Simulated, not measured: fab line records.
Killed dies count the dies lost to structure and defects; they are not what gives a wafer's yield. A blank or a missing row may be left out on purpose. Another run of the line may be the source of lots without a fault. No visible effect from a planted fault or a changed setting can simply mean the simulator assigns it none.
The tool behind it: which one? ; flow n5 finfet ; route of 1938 steps, sampled at 1 step: 12 lots, 36 wafers

WHAT THE GAUGES READ, wafer by wafer
N5_BEOL_M11_INSPECT_30: inspects for defects (brightfield).
lot;measured;on;raw defect count
L075;day 11 02:35;defect inspect-01;410 498 360
L077;day 11 06:59;defect inspect-01;412 418 630
L079;day 12 07:29;defect inspect-02;541 411 424
L081;day 12 07:58;defect inspect-01;417 425 523
L084;day 13 01:44;defect inspect-02;434 311 276
L085;day 13 17:40;defect inspect-02;395 245 333
L086;day 14 08:59;defect inspect-01;468 405 335
L087;day 14 12:20;defect inspect-02;372 389 640
L092;day 14 16:16;defect inspect-01;315 328 494
L093;day 15 10:22;defect inspect-01;338 629 302
L095;day 16 02:37;defect inspect-02;328 402 522
L096;day 16 13:23;defect inspect-01;408 495 781

EACH LOT AND THE TOOL THAT RAN IT (in order: tool; ch and the chambers of the sampled wafers; start)
There is no process step in the record ahead of these readings.

THE ANSWER, worked out from the rows above alone
Rule: the lots themselves supply what counts as usual. The widest of any qualifying gaps counts: lots, ordered by their means at a reading, are off when they make up no more than a third of the lots, leave a main group of 4 or more, and stand apart from it by 3 or more times the standard deviation of that group's means. Not used: any main group whose means are identical at the precision the tables above print for the reading. Also off: a lot with no number at a reading for which 4 or more lots have one. All remaining lots with rows at the step are treated as sound.
Nothing can be told from this: no lot is off at any reading shown.

WHAT HAD BEEN PUT IN BY THE SIMULATOR
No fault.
